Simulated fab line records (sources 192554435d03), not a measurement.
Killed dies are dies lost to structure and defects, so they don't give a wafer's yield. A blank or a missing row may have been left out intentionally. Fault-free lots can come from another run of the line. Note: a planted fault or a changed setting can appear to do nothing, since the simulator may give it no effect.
Which tool was responsible?	flow n5_finfet	9 lots with 26 wafers sampled at 5 steps, on a route of 1938 steps

== WHAT EACH GAUGE READ, for each wafer ==
N5_BEOL_M4_RC_MEAS_101.
lot	measured	on	DIBL_N (mV/V)
L772	day 8 05:33	prober-01	35.3 37.3 34.9
L774	day 8 05:05	prober-02	36.7 34.9 36.6
L778	day 9 13:46	prober-01	37.1 35.2
L787	day 11 15:38	prober-01	36.5 38.0 36.4
L789	day 12 07:06	prober-01	37.3 37.6 36.7
L790	day 12 17:07	prober-02	37.5 35.4 35.9
L791	day 12 23:17	prober-01	35.8 34.6 35.3
L792	day 13 01:10	prober-01	35.8 36.5 35.6
L794	day 13 18:34	prober-02	36.6 37.6 36.7

== WHAT TOOL EACH LOT RAN ON (gives the tool, then ch and the chambers of the sampled wafers, and finally the start) ==
lot	N5_GATE_CUT_ETCH_36	N5_GATE_CUT_STRIP_42	N5_GATE_CUT_ETCH_19	N5_GATE_CUT_VAPOR_ETCH_51
L772	rie_diel-01 ch 0,1, day 4 20:22	rie_diel-01 ch 0,1, day 4 20:33	rie_diel-01 ch 0,1, day 4 20:35	rie_metal-02 ch 0, day 4 21:12
L774	rie_diel-03 ch 0,2, day 5 07:02	rie_diel-03 ch 0,2, day 5 07:13	rie_diel-03 ch 0,2, day 5 07:16	rie_metal-02 ch 0,1, day 5 07:36
L778	rie_diel-03 ch 1,2, day 6 04:49	rie_diel-03 ch 1,2, day 6 05:00	rie_diel-03 ch 1,2, day 6 05:02	rie_metal-02 ch 1, day 6 05:23
L787	rie_diel-05 ch 0,1, day 8 10:32	rie_diel-05 ch 0,1, day 8 10:43	rie_diel-05 ch 0,1, day 8 10:46	rie_metal-03 ch 0,1, day 8 11:07
L789	rie_diel-03 ch 2,3, day 9 00:27	rie_diel-03 ch 2,3, day 9 00:38	rie_diel-03 ch 2,3, day 9 00:41	rie_metal-01 ch 0, day 9 01:16
L790	rie_diel-03 ch 0,2,3, day 9 04:32	rie_diel-03 ch 0,2,3, day 9 04:44	rie_diel-03 ch 0,2,3, day 9 04:46	rie_metal-03 ch 0, day 9 05:07
L791	rie_diel-03 ch 0,2,3, day 9 17:48	rie_diel-03 ch 0,2,3, day 9 17:59	rie_diel-03 ch 0,2,3, day 9 18:02	rie_metal-01 ch 0,1, day 9 18:23
L792	rie_diel-03 ch 0,2,3, day 9 23:10	rie_diel-03 ch 0,2,3, day 9 23:21	rie_diel-03 ch 0,2,3, day 9 23:23	rie_metal-03 ch 0,1, day 9 23:44
L794	rie_diel-01 ch 1,3, day 10 06:46	rie_diel-01 ch 1,3, day 10 06:57	rie_diel-01 ch 1,3, day 10 06:59	rie_metal-01 ch 0,1, day 10 07:20
- N5_GATE_CUT_ETCH_36: etches SiARC in CF4, target depth 13 nm, time 21.7 s.
- N5_GATE_CUT_STRIP_42: strips in O2.
- N5_GATE_CUT_ETCH_19: etches SiNx in CH3F/O2, target depth 53.7 nm, time 76.7 s.
- N5_GATE_CUT_VAPOR_ETCH_51: etches HfO2 in BCl3/Cl2.

== THE ANSWER, worked out from the rows above alone ==
Rule: usual is defined by the lots themselves. The widest of any qualifying gaps counts: lots, ordered by their means at a reading, are off when they make up no more than a third of the lots, leave a main group of 4 or more, and stand apart from it by 3 or more times the standard deviation of that group's means. A main group whose means are all the same, to the digits that the tables above print for the reading, isn't used. A lot without any number at a reading at which 4 lots or more have one is off too. All remaining lots with rows at the step are treated as sound.
Nothing can be told from this: no lot is off at any reading shown.

== WHAT WAS PUT IN BY THE SIMULATOR ==
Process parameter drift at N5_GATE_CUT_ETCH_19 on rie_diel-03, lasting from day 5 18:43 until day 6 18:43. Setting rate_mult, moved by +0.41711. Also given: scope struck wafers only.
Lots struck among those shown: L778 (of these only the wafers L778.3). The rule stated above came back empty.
